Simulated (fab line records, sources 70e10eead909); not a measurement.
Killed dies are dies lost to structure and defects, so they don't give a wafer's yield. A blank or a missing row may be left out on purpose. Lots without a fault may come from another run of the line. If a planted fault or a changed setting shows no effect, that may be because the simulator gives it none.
fab line records    flow nand-harc
record: lots: 7  wafers: 19  last-day: 24
route steps=1159 shown P_STI@76 END@1159
lots that met no fault: from a run of the same line without faults
start-h: the number of hours between the record's first day and the start of the first shown wafer of the lot    wait-h: hours since the lot's step before    " as in the row above    L1.1+2: a single row standing in for several wafers    - value missing, or start not given    * or withheld: withheld    < > ~ a bound
route shown NAME@n: names a module that has steps shown in the file, with the first one's number in the route    usual: mean/standard deviation taken from wafers without a fault    same: alike in all rows    chamber/n: place in a boat    sites: readings site by site    _std_site: how widely they spread, as a standard deviation    _edge_site: outer sites' mean less inner sites'    radius-mm: for every site, how far away it sits from the centre of the wafer    mask NAME#n: copy n    behind: tool/chamber where the wafer was last shaped    hold: reason for holding the lot/hours on hold/outcome of the hold    device: the n, p or np transistor that did not switch    end of line: the tests these same wafers got at the end of their route    for a step that has no rows: nothing shown but its recipe    killed: at the first sort, the dies lost to defects and structure; wafer yield is something else    map: shows each die of a wafer: x if killed, . if not, _ if none is there
set.NAME: the setting as run; set.NAME@STEP: as run at that earlier step    model.NAME: the simulator's own value behind a step, which no gauge read
lots seen at some steps along the route; tables by step, rows by wafer
services: from which hour (start-h, from the record's first day; less than 0 if before it) a tool's chamber was out of use, for how many hours, and why
== steps ==
step: NHARC_P_STI_COAT_41
recipe: temp-c: 200  time-s: 65
step: NHARC_P_STI_COAT_03
recipe: spin-rpm: 2000  resist-thk-nm: 600
step: NHARC_P_STI_SOFTBAKE_04
recipe: temp-c: 125  time-s: 70
step: NHARC_P_STI_EBR_05
step: NHARC_P_STI_EXPOSE_06
recipe: na: 0.55  target-cd-nm: 200  dose-mj: 37.69  mask-id: P_STI
step: NHARC_P_STI_PEB_07
recipe: peb-temp-c: 128  peb-time-s: 80
step: NHARC_P_STI_DEVELOP_08
recipe: time-s: 50  dev-temp-c: 22
step: NHARC_P_STI_CD_MEAS_09
recipe: target-cd-nm: 200  landing-energy-ev: 500
usual: cd-nm: 201/3.2
lot.wafer  tool       chamber  start-h  wait-h  cd-nm
L643.2     cd-sem-02  0        39.02    -       200
L643.3     "          0        "        "       199
L643.4     "          0        "        "       195
L645.3     cd-sem-03  0        47.22    -       201
L645.5     "          0        "        "       201
L645.6     "          0        "        "       200
L656.1     cd-sem-03  0        114.43   -       200
L656.3     "          0        "        "       200
L659.2     cd-sem-03  0        130.63   -       205
L659.4     "          0        "        "       204
L659.6     "          0        "        "       203
L660.1     cd-sem-03  0        137.66   -       196
L660.3     "          0        "        "       201
L662.2     cd-sem-03  0        151.48   -       207
L662.3     "          0        "        "       207
L662.4     "          0        "        "       205
L664.1     cd-sem-03  0        162.62   -       201
L664.4     "          0        "        "       202
L664.5     "          0        "        "       201
step: NHARC_P_STI_OVL_MEAS_10
usual: overlay-x-nm: 2/6.3  overlay-y-nm: -2/5.8
lot.wafer  tool        chamber  start-h  wait-h  overlay-x-nm  overlay-y-nm
L643.2     overlay-01  -        39.11    -       7             -9
L643.3     "           -        "        "       6             -9
L643.4     "           -        "        "       7             -10
L645.3     overlay-01  -        47.31    -       3             -12
L645.5     "           -        "        "       3             -11
L645.6     "           -        "        "       3             -11
L656.1     overlay-02  -        114.52   -       6             -9
L656.3     "           -        "        "       6             -9
L659.2     overlay-01  -        130.71   -       11            -1
L659.4     "           -        "        "       10            -1
L659.6     "           -        "        "       10            -2
L660.1     overlay-01  -        137.75   -       -7            -9
L660.3     "           -        "        "       -7            -9
L662.2     overlay-01  -        151.56   -       2             -3
L662.3     "           -        "        "       2             -3
L662.4     "           -        "        "       2             -4
L664.1     overlay-02  -        162.70   -       1             -3
L664.4     "           -        "        "       0             -2
L664.5     "           -        "        "       0             -2
step: NHARC_P_STI_INSPECT_11
usual: raw-defect-count: 5.3/2.8
lot.wafer  tool               chamber  start-h  wait-h  raw-defect-count
L643.2     defect-inspect-02  -        39.14    0.0     3
L643.3     "                  -        "        "       6
L643.4     "                  -        "        "       5
L645.3     defect-inspect-02  -        47.34    0.0     5
L645.5     "                  -        "        "       1
L645.6     "                  -        "        "       5
L656.1     defect-inspect-02  -        114.55   0.0     10
L656.3     "                  -        "        "       2
L659.2     defect-inspect-02  -        130.75   0.0     5
L659.4     "                  -        "        "       4
L659.6     "                  -        "        "       9
L660.1     defect-inspect-01  -        137.78   0.0     2
L660.3     "                  -        "        "       7
L662.2     defect-inspect-02  -        151.60   0.0     4
L662.3     "                  -        "        "       5
L662.4     "                  -        "        "       10
L664.1     defect-inspect-01  -        162.74   0.0     2
L664.4     "                  -        "        "       3
L664.5     "                  -        "        "       2
step: NHARC_P_STI_HARDBAKE_13
recipe: temp-c: 118  time-s: 65
step: NHARC_P_STI_DESCUM_14
recipe: time-s: 3  o2-flow-sccm: 200  ar-flow-sccm: 0  bias-power-w: 0  chemistry: O2
usual: chamber-pressure-mTorr: 60.00/0.059  drypump-motor-current-A: 5.5/0.57  oes-product-au: 0.999/0.014  rf-vpp-V: 57.8/0.89  showerhead-plenum-p-Torr: 1.93/0.071  throttle-valve-pct: 11.312/0.0088
lot.wafer  tool         chamber  start-h  wait-h  chamber-pressure-mTorr  drypump-motor-current-A  oes-product-au  rf-hours-counter-h  rf-vpp-V  showerhead-plenum-p-Torr  throttle-valve-pct
L643.2     rie-diel-12  2        39.28    -       59.91                   4.9                      0.987           0.8                 58.9      2.05                      11.301
L643.4     "            0        "        "       60.00                   5.9                      0.997           0.7                 57.1      1.88                      11.308
L643.3     "            1        "        "       60.08                   5.6                      1.012           0.9                 58.5      1.92                      11.320
L645.3     rie-diel-10  3        47.49    -       60.09                   5.2                      0.983           1.1                 57.5      2.01                      11.300
L645.5     "            1        "        "       60.05                   5.3                      1.000           -                   55.6      1.91                      11.312
L645.6     "            2        "        "       59.96                   4.8                      1.004           -                   57.1      1.96                      11.311
L656.1     rie-diel-12  0        114.70   -       59.99                   5.9                      0.984           6.2                 57.6      1.88                      11.315
L656.3     "            3        "        "       59.97                   5.4                      1.013           5.9                 57.8      1.87                      11.314
L659.2     rie-diel-12  0        130.89   -       60.00                   5.9                      0.992           7.0                 59.6      1.88                      11.298
L659.4     "            2        "        "       59.98                   4.9                      0.998           6.0                 56.8      2.05                      11.295
L659.6     "            0        "        "       60.11                   5.9                      0.991           -                   58.1      1.88                      11.309
L660.3     rie-diel-12  3        137.93   -       60.06                   5.4                      1.014           7.5                 57.3      1.87                      11.317
L660.1     "            1        "        "       60.02                   5.5                      1.012           7.5                 56.4      1.92                      11.314
L662.4     rie-diel-10  3        151.73   -       60.06                   5.1                      0.979           3.7                 58.4      2.01                      11.313
L662.3     "            0        "        "       59.97                   6.5                      1.000           4.0                 57.9      1.83                      11.304
L662.2     "            1        "        "       60.09                   5.3                      0.975           4.0                 60.2      1.91                      11.321
L664.4     rie-diel-10  0        162.88   -       59.99                   6.6                      1.011           4.3                 57.5      1.83                      11.328
L664.1     "            2        "        "       59.99                   4.8                      1.007           2.7                 56.5      1.96                      11.314
L664.5     "            0        "        "       60.09                   6.6                      1.012           -                   58.9      1.83                      11.326
step: NHARC_P_STI_ETCH_42
recipe: target-depth-a: 800  overetch-a: 240  time-s: 61  ion-energy-ev: 200  n2-flow-sccm: 150  h2-flow-sccm: 150  ar-flow-sccm: 0  rf-w: 400  bias-w: 150  chemistry: N2/H2
usual: chamber-pressure-mTorr: 29.996/0.029  drypump-motor-current-A: 5.5/0.55  oes-product-au: 0.999/0.013  rf-vpp-V: 431.1/2.2  showerhead-plenum-p-Torr: 2.06/0.077  throttle-valve-pct: 14.171/0.0092
lot.wafer  tool         chamber  start-h  wait-h  chamber-pressure-mTorr  drypump-motor-current-A  oes-product-au  rf-hours-counter-h  rf-vpp-V  showerhead-plenum-p-Torr  throttle-valve-pct
L643.2     rie-diel-12  2        39.36    0.1     29.983                  4.9                      0.998           0.8                 435.0     2.19                      14.161
L643.3     "            3        "        "       29.978                  5.4                      1.012           0.5                 428.9     2.00                      14.159
L643.4     "            0        "        "       29.974                  5.9                      1.005           0.7                 431.0     2.00                      14.173
L645.3     rie-diel-10  3        47.57    0.1     30.053                  5.1                      0.980           1.1                 434.3     2.14                      14.181
L645.6     "            1        "        "       29.982                  5.3                      0.992           -                   430.9     2.03                      14.158
L645.5     "            2        "        "       29.989                  4.8                      1.002           -                   431.5     2.09                      14.172
L656.1     rie-diel-12  1        114.79   0.1     30.000                  5.5                      1.010           6.0                 431.7     2.05                      14.162
L656.3     "            3        "        "       29.952                  5.4                      0.833           5.9                 428.6     1.99                      14.164
L659.4     rie-diel-12  1        130.98   0.1     29.975                  5.5                      0.825           6.8                 430.0     2.05                      14.172
L659.2     "            2        "        "       29.959                  4.9                      0.991           6.0                 433.6     2.19                      14.171
L659.6     "            0        "        "       30.013                  5.9                      0.991           -                   430.3     2.00                      14.167
L660.1     rie-diel-12  3        138.00   0.1     30.054                  5.5                      1.022           7.5                 430.2     1.99                      14.176
L660.3     "            0        "        "       29.994                  5.9                      0.823           7.6                 429.7     2.00                      14.190
L662.3     rie-diel-10  2        151.83   0.1     29.987                  4.8                      0.996           2.4                 433.0     2.09                      14.147
L662.2     "            3        "        "       29.958                  5.1                      0.985           3.7                 435.1     2.14                      14.162
L662.4     "            0        "        "       30.010                  6.5                      1.017           4.1                 428.2     1.95                      14.173
L664.4     rie-diel-10  0        162.97   0.1     30.040                  6.6                      1.010           4.3                 428.2     1.95                      14.163
L664.1     "            1        "        "       30.012                  5.3                      0.978           4.2                 429.3     2.03                      14.171
L664.5     "            2        "        "       29.978                  4.8                      0.994           -                   432.6     2.09                      14.178
step: NHARC_P_STI_ETCH_31
recipe: target-depth-a: 1089  time-s: 54.5  cf4-flow-sccm: 100  chf3-flow-sccm: 30  ar-flow-sccm: 0  rf-w: 500  bias-w: 200  chemistry: CF4/CHF3
usual: chamber-pressure-mTorr: 25.00/0.035  drypump-motor-current-A: 5.5/0.56  oes-product-au: 0.960/0.021  rf-vpp-V: 371.2/2  showerhead-plenum-p-Torr: 1.59/0.055  throttle-valve-pct: 16.803/0.0094
lot.wafer  tool         chamber  start-h  wait-h  chamber-pressure-mTorr  drypump-motor-current-A  oes-product-au  rf-hours-counter-h  rf-vpp-V  showerhead-plenum-p-Torr  throttle-valve-pct
L643.3     rie-diel-12  0        -        -       25.02                   5.9                      0.969           0.7                 369.8     1.55                      16.817
L643.4     "            1        "        "       25.03                   5.5                      0.981           0.9                 371.1     1.58                      16.788
L643.2     "            2        "        "       24.96                   4.9                      0.950           0.8                 373.8     1.68                      16.815
L645.3     rie-diel-10  0        -        -       25.00                   6.6                      0.996           1.1                 367.7     1.51                      16.793
L645.5     "            2        "        "       24.97                   4.8                      0.951           -                   370.8     1.61                      16.796
L645.6     "            3        "        "       24.96                   5.1                      0.951           -                   372.6     1.65                      16.800
L656.1     rie-diel-12  3        -        -       25.02                   5.4                      0.995           5.9                 369.2     1.54                      16.804
L656.3     "            0        "        "       25.00                   5.9                      0.943           6.3                 369.8     1.55                      16.788
L659.2     rie-diel-12  3        -        -       25.03                   5.4                      0.989           6.7                 370.1     1.54                      16.805
L659.4     "            0        "        "       24.95                   5.9                      0.962           7.1                 369.6     1.54                      16.808
L659.6     "            1        "        "       24.96                   5.5                      0.991           -                   370.4     1.58                      16.799
L660.1     rie-diel-12  3        -        -       24.99                   5.4                      0.981           7.5                 370.4     1.54                      16.808
L660.3     "            0        "        "       24.99                   5.9                      0.959           7.6                 369.0     1.54                      16.818
L662.4     rie-diel-10  3        -        -       25.02                   5.1                      0.934           3.8                 373.0     1.65                      16.797
L662.3     "            0        "        "       24.99                   6.6                      0.959           4.1                 367.6     1.51                      16.813
L662.2     "            1        "        "       25.02                   5.3                      0.954           4.0                 370.0     1.57                      16.809
L664.4     rie-diel-10  3        -        -       24.97                   5.2                      0.942           4.1                 373.5     1.65                      16.806
L664.1     "            0        "        "       25.02                   6.5                      0.970           4.3                 369.4     1.51                      16.806
L664.5     "            2        "        "       25.00                   4.8                      0.968           -                   371.8     1.61                      16.801
step: NHARC_END_SORT_01
recipe: temp-c: 25
usual: killed-at-array: 24/8.4  killed-at-other: 0.7/1.1  killed-at-periphery: 2.9/1.7  killed-dies: 27/8.6  killed-open: 3.3/1.8  killed-short: 1.8/1.4
same: gross-dies: 677
lot.wafer  tool       chamber  start-h  wait-h  killed-at-array  killed-at-other  killed-at-periphery  killed-dies  killed-open  killed-short
L643.2     prober-01  0        456.21   2.8     19               0                2                    21           4            0
L643.3     prober-01  0        457.00   3.1     15               0                1                    16           1            0
L643.4     prober-01  0        457.79   3.4     21               0                2                    23           5            1
L645.3     prober-01  0        464.76   3.1     16               2                1                    19           3            3
L645.5     prober-01  0        466.37   3.7     14               1                4                    19           5            2
L645.6     prober-01  0        467.18   4.0     14               2                1                    17           3            1
L656.3     prober-01  0        509.52   3.1     22               0                70                   92           2            0
L659.4     prober-02  0        540.75   3.4     17               0                31                   48           3            1
L662.2     prober-01  0        550.21   2.8     29               0                3                    32           3            0
L662.3     prober-01  0        551.01   3.1     18               0                1                    19           4            0
L662.4     prober-01  0        551.81   3.4     28               1                4                    33           4            2
L660.3     prober-02  0        558.78   3.1     32               0                82                   114          4            2
L664.1     prober-01  0        567.27   2.5     16               0                2                    18           2            3
L664.4     prober-01  0        569.67   3.4     26               0                1                    27           6            2
L664.5     prober-01  0        570.46   3.7     24               0                2                    26           4            4
killed by level:class
L643.2 A_SLIT:chamber-film-flake=7 A_STAIRCASE:chamber-film-flake=4 A_CHANNEL_HOLE_D1:chamber-film-flake=3 A_M0:geometric-particle:open=2 P_CONTACT:geometric-particle:open=1 A_CHANNEL_FILL_D1:geometric-particle:open=1 P_STI:chamber-film-flake=1 A_CONTACT:chamber-film-flake=1
L643.3 A_SLIT:chamber-film-flake=10 A_STAIRCASE:chamber-film-flake=2 A_WL_FILL:geometric-particle:open=1 P_STI:chamber-film-flake=1 A_CONTACT:chamber-film-flake=1 A_BONDPAD:chamber-film-flake=1
L643.4 A_SLIT:chamber-film-flake=10 A_CHANNEL_HOLE_D1:chamber-film-flake=3 A_M0:geometric-particle:open=2 A_STAIRCASE:chamber-film-flake=2 P_CONTACT:geometric-particle:open=1 A_STAIRCASE:geometric-particle:short=1 A_CONTACT:geometric-particle:open=1 A_M1:geometric-particle:open=1
L645.3 A_CHANNEL_HOLE_D1:chamber-film-flake=3 A_STAIRCASE:chamber-film-flake=2 A_SGD_CUT:chamber-film-flake=2 A_CONTACT:chamber-film-flake=2 A_M0:chamber-film-flake=2 P_M2:geometric-particle:open=1 A_ONON_D1:geometric-particle:open=1 A_CHANNEL_FILL_D1:geometric-particle:short=1
L645.5 A_SGD_CUT:chamber-film-flake=4 P_M1:geometric-particle:open=2 A_STAIRCASE:chamber-film-flake=2 A_WL_FILL:chamber-film-flake=2 A_CONTACT:chamber-film-flake=2 P_CONTACT:geometric-particle:open=1 P_M1:geometric-particle:short=1 A_CONTACT:geometric-particle:open=1
L645.6 A_CONTACT:chamber-film-flake=4 A_CHANNEL_HOLE_D1:chamber-film-flake=2 A_STAIRCASE:chamber-film-flake=2 A_SGD_CUT:chamber-film-flake=2 THIN_TSV:chamber-film-flake=2 P_CONTACT:geometric-particle:open=1 A_ONON_D1:geometric-particle:short=1 A_STAIRCASE:geometric-particle:open=1
L656.3 P_STI:area-etch=68 A_CHANNEL_HOLE_D1:chamber-film-flake=14 A_CHANNEL_FILL_D1:chamber-film-flake=2 A_CONTACT:chamber-film-flake=2 P_M2:geometric-particle:open=1 A_CHANNEL_FILL_D1:geometric-particle:open=1 P_STI:chamber-film-flake=1 A_ZERO_WELL:chamber-film-flake=1
L659.4 P_STI:area-etch=27 A_SLIT:chamber-film-flake=6 A_STAIRCASE:chamber-film-flake=5 A_CHANNEL_HOLE_D1:chamber-film-flake=3 P_ZERO_WELL:chamber-film-flake=2 P_CONTACT:geometric-particle:open=1 P_M0:geometric-particle:short=1 A_CHANNEL_FILL_D1:geometric-particle:open=1
L662.2 A_SLIT:chamber-film-flake=9 A_CHANNEL_HOLE_D1:chamber-film-flake=6 A_M0:chamber-film-flake=5 A_CONTACT:chamber-film-flake=4 A_STAIRCASE:chamber-film-flake=3 P_M0:geometric-particle:open=1 A_CHANNEL_FILL_D1:geometric-particle:open=1 A_M0:geometric-particle:open=1
L662.3 A_SLIT:chamber-film-flake=8 A_CONTACT:chamber-film-flake=3 A_M0:chamber-film-flake=2 P_GATE:geometric-particle:open=1 A_ONON_D1:geometric-particle:open=1 A_CHANNEL_FILL_D1:geometric-particle:open=1 A_CONTACT:geometric-particle:open=1 A_CHANNEL_HOLE_D1:chamber-film-flake=1
L662.4 A_SLIT:chamber-film-flake=14 A_CONTACT:chamber-film-flake=5 P_GATE:chamber-film-flake=2 A_CHANNEL_HOLE_D1:chamber-film-flake=2 A_STAIRCASE:chamber-film-flake=2 P_GATE:geometric-particle:open=1 P_M0:geometric-particle:open=1 A_SGD_CUT:geometric-particle:short=1
L660.3 P_STI:area-etch=80 A_CHANNEL_HOLE_D1:chamber-film-flake=20 A_CONTACT:chamber-film-flake=4 P_M0:geometric-particle:open=1 A_SOURCE_PLATE:geometric-particle:open=1 A_ONON_D1:geometric-particle:short=1 A_WL_FILL:geometric-particle:open=1 A_WL_FILL:geometric-particle:short=1
L664.1 A_CONTACT:chamber-film-flake=6 A_CHANNEL_HOLE_D1:chamber-film-flake=4 A_ONON_D1:geometric-particle:short=2 A_CONTACT:geometric-particle:open=2 P_GATE:chamber-film-flake=2 A_CONTACT:geometric-particle:short=1 A_STAIRCASE:chamber-film-flake=1
L664.4 A_CONTACT:chamber-film-flake=10 A_CHANNEL_HOLE_D1:chamber-film-flake=4 A_STAIRCASE:chamber-film-flake=3 A_CHANNEL_FILL_D1:geometric-particle:open=2 A_ONON_D1:geometric-particle:open=1 A_SGD_CUT:geometric-particle:short=1 A_SLIT:geometric-particle:short=1 A_WL_FILL:geometric-particle:open=1
L664.5 A_STAIRCASE:chamber-film-flake=8 A_CHANNEL_HOLE_D1:chamber-film-flake=5 A_CONTACT:chamber-film-flake=4 P_M0:geometric-particle:short=2 A_M0:geometric-particle:open=2 A_ONON_D1:geometric-particle:open=1 A_ONON_D1:geometric-particle:short=1 A_CHANNEL_FILL_D1:geometric-particle:open=1
map L656.3 (x killed, . not)
____________.____________
_________......._________
_______..........._______
______.............______
_____..............._____
____.................____
____.................____
___x....x.............___
___..........x........___
__.....x...............__
__.....................__
_.............x...x....._
_....x..x...x..x........_
_.x......x.x....x.....x._
_.......x....x.........._
_.........xx....x.x.x..._
.........x..x.x.x.x......
..........xxxx.x..x......
........x.x.xx.xxx.....x.
.......x..x.x.xx.x.......
..........x.x......x.....
_..........x..x........._
_....x..x.x.x....x.x...._
_....x..x.xx..x.xxx....._
_.......xx.xxx.........._
_......................._
__.....xxxxxx.x...x....__
__.......x.............__
___.......xx.x.x.x.x..___
___.........x.........___
____....x............____
____........x.x......____
_____.......x......._____
______...........x.______
_______..........._______
_________......._________
____________.____________
map L659.4 (x killed, . not)
____________.____________
_________.....x._________
_______x........xx_______
______..........xxx______
_____x..x.......x..x_____
____.................____
____...x............x____
___.........x.........___
___.x.................___
__.x...................__
__.......x............x__
_......................._
_xx....................x_
_......................._
_......................._
_......................x_
x......................x.
......x..................
...............x.........
..............x..........
........x................
_......................._
_......................._
_x......................_
_......................._
_.x.............x......._
__................x....__
__......x........x.....__
___.....x.........x..x___
___...x...............___
____x...............x____
____.x...........x..x____
_____...x..........._____
______......x......______
_______..x....x..._______
_________...x..._________
____________.____________
== services ==
tool         chamber  start-h  hours  kind
rie-diel-12  -        25.40    9.0    pm
rie-diel-12  0        25.40    9.0    vent-cycle
rie-diel-12  1        25.40    9.0    vent-cycle
rie-diel-12  2        25.40    9.0    vent-cycle
rie-diel-12  3        25.40    9.0    vent-cycle
rie-diel-12  0        34.40    -      clean
rie-diel-12  1        34.40    -      clean
rie-diel-12  2        34.40    -      clean
rie-diel-12  3        34.40    -      clean
rie-diel-12  2        47.65    11.7   repair
rie-diel-12  0        58.90    -      clean
rie-diel-12  1        58.90    -      clean
rie-diel-12  3        58.90    -      clean
rie-diel-10  2        59.10    22.0   repair
rie-diel-12  0        83.54    -      clean
rie-diel-12  1        83.54    -      clean
rie-diel-12  2        83.54    -      clean
rie-diel-12  3        83.54    -      clean
rie-diel-10  2        106.30   16.7   repair
rie-diel-12  0        108.04   -      clean
rie-diel-12  1        108.04   -      clean
rie-diel-12  2        108.04   -      clean
rie-diel-10  3        124.63   5.4    repair
rie-diel-12  0        143.87   17.7   repair
== key ==
first-sign: step: NHARC_P_STI_ETCH_42  reading: oes-product-au  direction: down  sigmas: 13  usual: 0.999  struck: 0.827
effect: step: NHARC_END_SORT_01  reading: killed-at-periphery  direction: up  sigmas: 34  usual: 2.9  struck: 61
more-kills-born-at: NHARC_P_STI_ETCH_42@rie-diel-12: 175
met-at NHARC_P_STI_ETCH_42
struck-wafers L656.3,L659.4,L660.3
tester-left-out L656,L659,L660
onset-between 39.36 114.79
fault: kind: process-parameter-drift  tool: rie-diel-12  chamber: -  onset-h: 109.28  steps: NHARC_P_STI_ETCH_42  channel: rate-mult  offset: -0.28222  shape: step  end-h: 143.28  scope: struck-wafers-only
tester-left-out: of these lots the tester's yield and bins aren't shown, on N5 and GAA mostly nor the transistor test; their killed dies are dies lost to structure and defects alone, not to doping, threshold or leakage, so they don't give the yield
